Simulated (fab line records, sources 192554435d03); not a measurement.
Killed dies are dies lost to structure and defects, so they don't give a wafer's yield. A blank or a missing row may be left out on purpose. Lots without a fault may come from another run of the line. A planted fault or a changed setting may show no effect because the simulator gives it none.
A struck lot beside a sound one | flow n5_finfet | 17 steps out of a route of 1938
Sound: wafers L726.1, L726.2, L726.3. Struck: wafers L730.2, L730.6. (L730.3 of the same lot was not struck and is left out.) The cause comes at the end.
At each step with rows: each side's tool, then ch and its chambers, then its first start. Under that, the readings that differ: sound wafers | struck wafers | difference of the means | sigmas: that difference in standard deviations of wafers without a fault.
alike: readings whose means differ by less than 2 such deviations, and words and numbers that are the same on both sides. not compared: withheld readings, readings that some wafer has no value for, bounds like >300 that may hide the same value, and numbers for which the record gives no deviation and whose values overlap.
The two part at a step that has a row with sigmas, a row that says differs or no value, or rows on one side only. Numbers that don't overlap but have no deviation are shown without sigmas and don't part them. A reading that every wafer of one side lacks parts them only if that side has two wafers or more.

first, 1 step without rows for these wafers: N5_FIN_CUT_DEVELOP_07 (develop time 30 s).
N5_FIN_CUT_CD_MEAS_08: target cd 29.1 nm.
  sound on cd_sem-01 ch 0, day 4 15:02; struck on cd_sem-01 ch 0, day 5 17:32
  alike: cd_nm
N5_FIN_CUT_OVL_MEAS_09:
  sound on overlay-02 ch 0, day 4 15:04; struck on overlay-01 ch 0, day 5 17:34
  alike: FIN_CUT_OVL
N5_FIN_CUT_INSPECT_10: inspects for defects (brightfield).
  sound on defect_inspect-02, day 4 15:08; struck on defect_inspect-02, day 5 17:37
  alike: raw_defect_count
then, 1 step without rows for these wafers: N5_FIN_CUT_DESCUM_13 (chemistry O2, time 7 s).
N5_FIN_CUT_ETCH_30: etches underlayer in N2/H2, target depth 13 nm, time 10.4 s.
  sound on rie_diel-06 ch 1,2,3, day 4 15:12; struck on rie_diel-02 ch 1, day 5 17:41
  alike: drypump_motor_current_A, etch_rf_on_time_s, oes_product_au, rf_vpp_V, showerhead_plenum_p_Torr, throttle_valve_pct
  not compared: rf_hours_counter_h
N5_FIN_CUT_ETCH_20: etches SiARC in CF4, target depth 26 nm, time 43.3 s.
  sound on rie_diel-06 ch 1,2,3, day 4 15:13; struck on rie_diel-02 ch 1, day 5 17:43
  reading                | sound             | struck      | difference | sigmas
  throttle_valve_pct (%) | 15.25 15.38 15.47 | 15.89 15.91 | +0.53      | +2
  alike: drypump_motor_current_A, etch_rf_on_time_s, oes_product_au, rf_vpp_V, showerhead_plenum_p_Torr
  not compared: rf_hours_counter_h
N5_FIN_CUT_ETCH_21: etches SOC in N2/H2, target depth 219 nm, overetch 43.8 nm, time 523.5 s.
  sound on rie_diel-06 ch 1,2,3, day 4 15:16; struck on rie_diel-02 ch 1, day 5 17:45
  alike: drypump_motor_current_A, oes_product_au, rf_vpp_V, showerhead_plenum_p_Torr, throttle_valve_pct
  not compared: rf_hours_counter_h
then, 3 steps without rows for these wafers: N5_FIN_CUT_STRIP_23 (strips in N2/H2); N5_FIN_CUT_STRIP_31 (strips in N2/H2); N5_FIN_CUT_STRIP_24 (strips in CF4).
N5_FIN_CUT_CUT_ETCH_26: etches SiNx in CH3F/O2, target depth 39 nm, time 55.7 s.
  sound on rie_diel-06 ch 1,2,3, day 4 15:36; struck on rie_diel-02 ch 1, day 5 18:05
  reading                | sound             | struck      | difference | sigmas
  throttle_valve_pct (%) | 16.03 16.15 16.25 | 16.67 16.68 | +0.53      | +2
  alike: drypump_motor_current_A, oes_product_au, rf_vpp_V, showerhead_plenum_p_Torr
  not compared: rf_hours_counter_h
N5_FIN_CUT_CUT_ETCH_27: etches SiO2 in CHF3/O2, target depth 4 nm, overetch 2 nm, time 4.9 s.
  sound on rie_diel-06 ch 1,2,3, day 4 15:39; struck on rie_diel-02 ch 1, day 5 18:08
  reading                | sound             | struck      | difference | sigmas
  throttle_valve_pct (%) | 18.50 18.60 18.74 | 19.12 19.11 | +0.50      | +2
  alike: CHF3_flow_sccm, drypump_motor_current_A, oes_product_au, rf_vpp_V, showerhead_plenum_p_Torr
  not compared: rf_hours_counter_h, model.SOC_of_FIN_CUT_COAT_18.thk_nm
then, 2 steps without rows for these wafers: N5_FIN_CUT_PRECLEAN_35 (cleans in vHF, time 13.3 s); N5_FIN_CUT_CUT_ETCH_15 (etches Si in HBr/Cl2/O2, target depth 100 nm, bt time 10 s, time 42.4 s).
N5_FIN_CUT_CUT_ETCH_28: etches Si in HBr/Cl2/O2, target depth 6 nm, time 2.4 s.
  sound on rie_si-03 ch 1,2,3, day 4 15:51; struck on rie_si-05 ch 0,1, day 5 18:20
  reading                                  | sound             | struck      | difference | sigmas
  model.SOC_of_FIN_CUT_COAT_18.thk_nm (nm) | 167.8 169.8 169.8 | 167.6 167.4 | -1.6       |
  alike: drypump_motor_current_A, oes_product_au, throttle_valve_pct
  not compared: rf_hours_counter_h
N5_FIN_CUT_STRIP_22: strips in N2/H2.
  sound on rie_diel-02 ch 1,2,3, day 4 15:55; struck on rie_diel-02 ch 3, day 5 18:25
  reading      | sound          | struck    | difference | sigmas
  rf_vpp_V (V) | 56.5 57.3 56.3 | 53.2 49.9 | -5.1       | -2
  alike: drypump_motor_current_A, oes_product_au, showerhead_plenum_p_Torr, throttle_valve_pct
  not compared: rf_hours_counter_h

WHERE THEY PART
First at N5_FIN_CUT_ETCH_20; last, within this record, at N5_FIN_CUT_STRIP_22.

WHY: what the simulator had put in
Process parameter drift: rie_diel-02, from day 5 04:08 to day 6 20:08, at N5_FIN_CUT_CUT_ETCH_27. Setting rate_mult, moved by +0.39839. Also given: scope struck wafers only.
